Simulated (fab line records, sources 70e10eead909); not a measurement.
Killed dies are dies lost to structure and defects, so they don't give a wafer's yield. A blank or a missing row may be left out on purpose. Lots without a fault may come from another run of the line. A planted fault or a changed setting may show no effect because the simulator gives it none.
Problem report in the 8D (eight disciplines) form, filled by code | flow nand_harc | the parts of the form that need people (team, actions taken, sign-off) are left out

1. THE PROBLEM
raw_defect_count at NHARC_P_GATE_INSPECT_68 reads a mean of 1121 on 6 wafers of 2 lots; wafers without a fault read 185 with a standard deviation of 65. That is +14 standard deviations from the usual mean.
First seen on wafer L312.1, day 6 09:09, on defect_inspect-01. The record holds 36 wafers of 12 lots with a number at this step. Rule for "out", or "out of limits": more than 4 standard deviations from the usual mean. The other wafers with a number count as sound.

2. WHAT IT IS AND WHAT IT IS NOT
question                    | is                     | is not
which readings at this step | raw_defect_count       | -
which lots                  | L312, L315             | L308, L310, L313, L321, L324, L325, L326, L327, L330, L331
which wafers of those lots  | all that have a number | -
read on which gauges        | defect_inspect-01      | defect_inspect-02
when                        | from day 6 09:09       | up to then (6 sound wafers); but 24 sound wafers of L313, L321, L324, L325, L326, L327, L330, L331 came after

3. SUSPECTS, AND WHAT RULES EACH OUT
Counting: a tool at a process step up to the reading stays a suspect if it ran every lot that is out and no sound lot after the first of them.
- the gauge at NHARC_P_GATE_INSPECT_68: ruled out. All the wafers that are out were read on defect_inspect-01, but those of them that NHARC_END_SORT_01 has rows for are out there too, on other tools.
- wet_bench-07 at NHARC_P_GATE_PRECLEAN_99 (cleans in SC1): ruled out as a lasting fault. Sound lots L324, L325, L326, L327, L330 ran on it after its first lot that is out, L312 (day 6 01:53).
- rtp_anneal-02 at NHARC_P_GATE_RTA_80 (time 30 s): ruled out as a lasting fault. Sound lots L313, L326, L327, L330, L331 ran on it after its first lot that is out, L312 (day 6 08:29).
Left after counting: nothing in the record.

4. THE CAUSE (what the simulator had put in)
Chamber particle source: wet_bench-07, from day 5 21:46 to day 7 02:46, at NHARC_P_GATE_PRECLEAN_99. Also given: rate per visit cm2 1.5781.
Counting ruled it out, wrongly: the rule takes a fault to strike every lot that its tool runs from its start on, and this one did not.

5. THE CHAIN OF EFFECTS, in route order
Each row: a reading whose mean over the struck wafers that have a number lies more than 3 standard deviations from the usual. Only readings for which the record gives a usual standard deviation are gone through. hours: the time from each lot's start at the first step in this table that gives one to its start at this step, as a median over the lots. sigmas: the change in usual standard deviations.
hours | step                    | reading             | usual | on struck wafers | change | sigmas
0     | NHARC_P_GATE_INSPECT_68 | raw_defect_count    | 185   | 1121             | +936   | +14
329   | NHARC_END_SORT_01       | killed_at_periphery | 3.6   | 75.2             | +71.6  | +27
329   | NHARC_END_SORT_01       | killed_dies         | 31    | 96               | +65    | +6.7

6. WHAT WOULD HAVE CAUGHT IT SOONER
In this record the first reading out of limits at a measuring or inspecting step was taken at day 6 09:09, 11 hours after the fault began at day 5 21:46.
Of the tool readings at NHARC_P_GATE_PRECLEAN_99 for which the record gives a usual standard deviation, none was out on any struck wafer, so an alarm limit of 4 standard deviations on them would not have fired.
